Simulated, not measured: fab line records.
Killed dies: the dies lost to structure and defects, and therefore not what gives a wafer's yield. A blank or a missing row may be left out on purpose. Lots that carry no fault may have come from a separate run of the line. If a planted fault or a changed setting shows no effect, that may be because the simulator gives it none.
Which tool did it? | flow n5Finfet | 27 wafers from 9 lots sampled at 5 of the route's 1938 steps

## WHAT EACH GAUGE READ, for each wafer
N5_BEOL_M4_RC_MEAS_101. Usual: DIBL_N 36.1 mV/V, standard deviation 2.3; DIBL_P 36 mV/V, standard deviation 3.2; IOFF_N 0.16 nA/um, standard deviation 0.045; IOFF_P 0.21 nA/um, standard deviation 0.049; ION_N 674 uA/um, standard deviation 14; ION_P 462 uA/um, standard deviation 8.4; SS_N 71.6 mV/dec, standard deviation 0.83; SS_P 73.2 mV/dec, standard deviation 0.87; VT_N 249 mV, standard deviation 3.8; VT_P -250 mV, standard deviation 3.4.
lot  | measured     | on        | DIBL_N (mV/V)  | DIBL_P (mV/V) | IOFF_N (nA/um) | IOFF_P (nA/um) | ION_N (uA/um) | ION_P (uA/um) | SS_N (mV/dec)  | SS_P (mV/dec)  | VT_N (mV)   | VT_P (mV)      | flag
L488 | day 11 20:04 | prober-01 | 39.1 38.2 36.7 | 42 40 39      | 0.22 0.20 0.19 | 0.29 0.26 0.26 | 686 679 695   | 468 465 481   | 72.3 72.0 71.3 | 74.4 73.7 73.7 | 246 248 244 | -246 -246 -246 | 
L490 | day 13 01:20 | prober-02 | 37.0 38.4 36.7 | 38 39 37      | 0.19 0.20 0.19 | 0.25 0.25 0.23 | 671 679 683   | 455 465 464   | 72.0 72.7 72.6 | 73.9 74.4 73.6 | 246 249 250 | -247 -249 -249 | 
L494 | day 14 01:37 | prober-01 | 31.5 30.9 30.0 | 30 30 29      | 0.09 0.09 0.09 | 0.14 0.14 0.13 | 645 657 653   | 446 456 455   | 70.8 69.4 69.6 | 72.5 71.8 71.3 | 257 254 256 | -254 -252 -255 | 
L495 | day 13 15:51 | prober-01 | 33.8 34.2 34.2 | 34 34 34      | 0.16 0.14 0.15 | 0.22 0.21 0.21 | 667 662 684   | 462 460 474   | 71.5 71.5 71.1 | 73.0 72.4 73.1 | 248 250 248 | -248 -249 -249 | 
L496 | day 14 05:34 | prober-02 | 35.8 35.1 37.7 | 34 34 37      | 0.12 0.13 0.16 | 0.21 0.20 0.25 | 652 662 675   | 457 464 465   | 71.0 71.3 71.9 | 73.4 71.6 73.4 | 254 251 251 | -251 -249 -247 | 
L501 | day 14 17:44 | prober-01 | 31.4 37.2 36.4 | 30 36 35      | 0.09 0.19 0.16 | 0.13 0.20 0.19 | 645 672 668   | 446 462 458   | 69.8 71.5 71.4 | 72.4 73.5 73.7 | 255 247 250 | -258 -249 -254 | 
L502 | day 15 19:12 | prober-01 | 34.4 35.0 35.4 | 36 37 37      | 0.14 0.14 0.15 | 0.16 0.19 0.19 | 672 678 676   | 458 466 465   | 71.9 72.0 72.3 | 72.9 73.1 73.5 | 251 254 251 | -255 -256 -253 | 
L507 | day 16 04:26 | prober-02 | 39.9 36.0 35.4 | 39 34 33      | 0.22 0.14 0.13 | 0.24 0.17 0.17 | 707 661 670   | 474 450 460   | 72.3 70.8 70.4 | 74.2 73.0 72.0 | 244 250 251 | -250 -252 -248 | 
L508 | day 17 10:15 | prober-01 | 37.5 40.1 37.4 | 39 42 38      | 0.20 0.24 0.19 | 0.25 0.29 0.24 | 683 679 681   | 463 461 466   | 72.7 72.7 72.0 | 73.3 74.2 73.7 | 246 246 247 | -248 -248 -247 | 

## WHAT TOOL EACH LOT RAN ON (gives the tool, then ch and the chambers of the sampled wafers, and finally the start)
lot  | N5_BEOL_M0_SAQP_ETCH_102       | N5_BEOL_M0_SAQP_ETCH_107         | N5_BEOL_M0_SAQP_ETCH_88           | N5_BEOL_M0_SAQP_ETCH_73
L488 | rieSi-04 ch 1,3, day 6 09:34   | rieDiel-06 ch 0,2,3, day 6 10:11 | rieDiel-06 ch 0,2, day 6 12:56    | rieDiel-06 ch 0,2, day 6 12:57
L490 | rieSi-05 ch 1,2,3, day 7 09:19 | rieDiel-02 ch 0,3, day 7 10:10   | rieDiel-02 ch 0,1,3, day 7 12:11  | rieDiel-02 ch 0,1,3, day 7 12:12
L494 | rieSi-02 ch 0,2,3, day 7 17:38 | rieDiel-06 ch 0,1, day 7 18:25   | rieDiel-06 ch 0,1, day 7 20:26    | rieDiel-06 ch 0,1, day 7 20:28
L495 | rieSi-04 ch 0,1,2, day 8 02:32 | rieDiel-05 ch 0,1, day 8 03:20   | rieDiel-05 ch 0,2, day 8 06:32    | rieDiel-05 ch 0,2, day 8 06:33
L496 | rieSi-04 ch 1,2,3, day 8 11:39 | rieDiel-05 ch 0,1,2, day 8 12:32 | rieDiel-06 ch 0,2,3, day 8 15:00  | rieDiel-06 ch 0,2,3, day 8 15:01
L501 | rieSi-04 ch 1,3, day 9 15:44   | rieDiel-06 ch 1,2, day 9 16:21   | rieDiel-05 ch 0,1,2, day 9 18:07  | rieDiel-05 ch 0,1,2, day 9 18:08
L502 | rieSi-04 ch 0,1, day 9 20:34   | rieDiel-06 ch 1,2,3, day 9 21:21 | rieDiel-06 ch 1,2,3, day 9 23:11  | rieDiel-06 ch 1,2,3, day 9 23:13
L507 | rieSi-04 ch 2,3, day 10 23:03  | rieDiel-02 ch 0,3, day 10 23:40  | rieDiel-02 ch 2,3, day 11 01:07   | rieDiel-02 ch 2,3, day 11 01:08
L508 | rieSi-04 ch 2,3, day 11 06:35  | rieDiel-06 ch 0,1, day 11 07:13  | rieDiel-05 ch 0,2,3, day 11 08:51 | rieDiel-05 ch 0,2,3, day 11 08:52
- N5_BEOL_M0_SAQP_ETCH_102: etches SiO2 in CF4, target depth 4 nm, time 4.4 s.
- N5_BEOL_M0_SAQP_ETCH_107: etches SiNx in CH3F/O2, target depth 30 nm.
- N5_BEOL_M0_SAQP_ETCH_88: etches underlayer in N2/H2, target depth 6.5 nm, time 5.2 s.
- N5_BEOL_M0_SAQP_ETCH_73: etches SiARC in CF4, target depth 19.5 nm, time 32.5 s.

## AS READ BY THE TOOLS THEMSELVES (means over the sampled wafers that have a number; for cases with no such wafer, the mark the record gives instead)
N5_BEOL_M0_SAQP_ETCH_102. Usual: drypumpMotorCurrentA 5.7 A, standard deviation 0.48; oesProductAu 0.989 a.u., standard deviation 0.027; throttleValvePct 21.76 %, standard deviation 0.3.
lot  | tool     | drypumpMotorCurrentA (A) | oesProductAu (a.u.) | throttleValvePct (%) | flag
L488 | rieSi-04 | 5.3                      | 0.990               | 21.49                | 
L490 | rieSi-05 | 5.4                      | 0.991               | 21.83                | 
L494 | rieSi-02 | 6.3                      | 1.007               | 21.79                | 
L495 | rieSi-04 | 5.9                      | 0.977               | 21.67                | 
L496 | rieSi-04 | 5.7                      | 0.996               | 21.65                | 
L501 | rieSi-04 | 5.3                      | 0.996               | 21.46                | 
L502 | rieSi-04 | 5.7                      | 0.954               | 21.50                | 
L507 | rieSi-04 | 5.6                      | 1.007               | 21.65                | 
L508 | rieSi-04 | 6.0                      | 0.997               | 21.82                | 

N5_BEOL_M0_SAQP_ETCH_107. Usual: drypumpMotorCurrentA 5.6 A, standard deviation 0.4; oesProductAu 0.77 a.u., standard deviation 0.071; rfVppV 301 V, standard deviation 7.7; showerheadPlenumPTorr 2.02 Torr, standard deviation 0.076; throttleValvePct 16.38 %, standard deviation 0.23.
lot  | tool       | drypumpMotorCurrentA (A) | oesProductAu (a.u.) | rfVppV (V) | showerheadPlenumPTorr (Torr) | throttleValvePct (%) | flag
L488 | rieDiel-06 | 5.8                      | 0.74                | 301        | 2.02                         | 16.54                | 
L490 | rieDiel-02 | 5.1                      | 0.75                | 308        | 1.90                         | 16.67                | 
L494 | rieDiel-06 | 5.6                      | 0.81                | 303        | 2.06                         | 16.13                | 
L495 | rieDiel-05 | 5.2                      | 0.73                | 302        | 1.97                         | 16.49                | 
L496 | rieDiel-05 | 5.6                      | 0.74                | 297        | 2.03                         | 16.43                | 
L501 | rieDiel-06 | 5.5                      | 0.74                | 296        | 2.02                         | 16.28                | 
L502 | rieDiel-06 | 5.8                      | 0.83                | 300        | 2.04                         | 16.23                | 
L507 | rieDiel-02 | 5.1                      | 0.74                | 309        | 1.89                         | 16.72                | 
L508 | rieDiel-06 | 5.7                      | 0.77                | 304        | 2.03                         | 16.38                | 

N5_BEOL_M0_SAQP_ETCH_88. Usual: drypumpMotorCurrentA 5.6 A, standard deviation 0.44; etchRfOnTimeS 5.23 s, standard deviation 0.18; oesProductAu 0.66 a.u., standard deviation 0.068; rfVppV 524.4 V, standard deviation 3; showerheadPlenumPTorr 2.56 Torr, standard deviation 0.099; throttleValvePct 17.91 %, standard deviation 0.29.
lot  | tool       | drypumpMotorCurrentA (A) | etchRfOnTimeS (s) | oesProductAu (a.u.) | rfVppV (V) | showerheadPlenumPTorr (Torr) | throttleValvePct (%) | flag
L488 | rieDiel-06 | 5.7                      | 5.26              | 0.66                | 525.9      | 2.56                         | 18.00                | 
L490 | rieDiel-02 | 5.6                      | 5.27              | 0.67                | 522.2      | 2.52                         | 18.13                | 
L494 | rieDiel-06 | 5.6                      | 5.27              | 0.70                | 525.7      | 2.63                         | 17.63                | 
L495 | rieDiel-05 | 5.7                      | 5.15              | 0.65                | 525.4      | 2.60                         | 17.99                | 
L496 | rieDiel-06 | 5.8                      | 5.17              | 0.71                | 524.0      | 2.56                         | 17.89                | 
L501 | rieDiel-05 | 5.5                      | 5.26              | 0.63                | 524.5      | 2.58                         | 18.03                | 
L502 | rieDiel-06 | 5.7                      | 5.05              | 0.71                | 526.8      | 2.58                         | 17.64                | 
L507 | rieDiel-02 | 5.5                      | 5.44              | 0.65                | 525.2      | 2.53                         | 18.31                | 
L508 | rieDiel-05 | 5.6                      | 5.16              | 0.64                | 521.0      | 2.51                         | 17.94                | 

N5_BEOL_M0_SAQP_ETCH_73. Usual: drypumpMotorCurrentA 5.6 A, standard deviation 0.44; etchRfOnTimeS 32.9 s, standard deviation 1.1; oesProductAu 0.66 a.u., standard deviation 0.068; rfVppV 184.1 V, standard deviation 1.3; showerheadPlenumPTorr 2.16 Torr, standard deviation 0.079; throttleValvePct 15.64 %, standard deviation 0.21.
lot  | tool       | drypumpMotorCurrentA (A) | etchRfOnTimeS (s) | oesProductAu (a.u.) | rfVppV (V) | showerheadPlenumPTorr (Torr) | throttleValvePct (%) | flag
L488 | rieDiel-06 | 5.7                      | 33.2              | 0.65                | 184.3      | 2.15                         | 15.70                | 
L490 | rieDiel-02 | 5.6                      | 33.1              | 0.67                | 182.4      | 2.12                         | 15.77                | 
L494 | rieDiel-06 | 5.6                      | 33.2              | 0.69                | 185.4      | 2.21                         | 15.42                | 
L495 | rieDiel-05 | 5.7                      | 32.5              | 0.66                | 184.6      | 2.19                         | 15.59                | 
L496 | rieDiel-06 | 5.8                      | 32.8              | 0.71                | 184.3      | 2.16                         | 15.62                | 
L501 | rieDiel-05 | 5.6                      | 32.8              | 0.62                | 184.1      | 2.17                         | 15.72                | 
L502 | rieDiel-06 | 5.7                      | 26.3              | 0.81                | 184.5      | 2.18                         | 15.48                | OFF
L507 | rieDiel-02 | 5.5                      | 34.1              | 0.65                | 183.1      | 2.12                         | 15.79                | 
L508 | rieDiel-05 | 5.6                      | 32.6              | 0.63                | 183.9      | 2.11                         | 15.63                | 

## THE ANSWER, worked out from the rows above alone
Rule: lot off if the mean of its wafers having a number is beyond 3 standard deviations from the usual mean. Also off: a lot with no number at a reading for which 4 or more lots have one. The other lots that the step has rows for count as sound. Order of review: gauges by route order, followed by the tools' own readings, for which a lot's mean as printed above is used. The first step at which some lot is off is used, and at that step the reading that is off furthest; a lot without a number counts as furthest.
Off, at N5_BEOL_M0_SAQP_ETCH_73 on etchRfOnTimeS: L502.
If a tool, at that step or one of the process steps before it, ran each lot that is off and ran no sound lot following the first of them, it fits. One candidate fits, namely rieDiel-06 at N5_BEOL_M0_SAQP_ETCH_88 and N5_BEOL_M0_SAQP_ETCH_73. At N5_BEOL_M0_SAQP_ETCH_88 its last sound lot is L496 (day 8 15:00), its first lot that is off L502 (day 9 23:11): a fault that began between those two fits.

## WHAT HAD BEEN PUT IN BY THE SIMULATOR
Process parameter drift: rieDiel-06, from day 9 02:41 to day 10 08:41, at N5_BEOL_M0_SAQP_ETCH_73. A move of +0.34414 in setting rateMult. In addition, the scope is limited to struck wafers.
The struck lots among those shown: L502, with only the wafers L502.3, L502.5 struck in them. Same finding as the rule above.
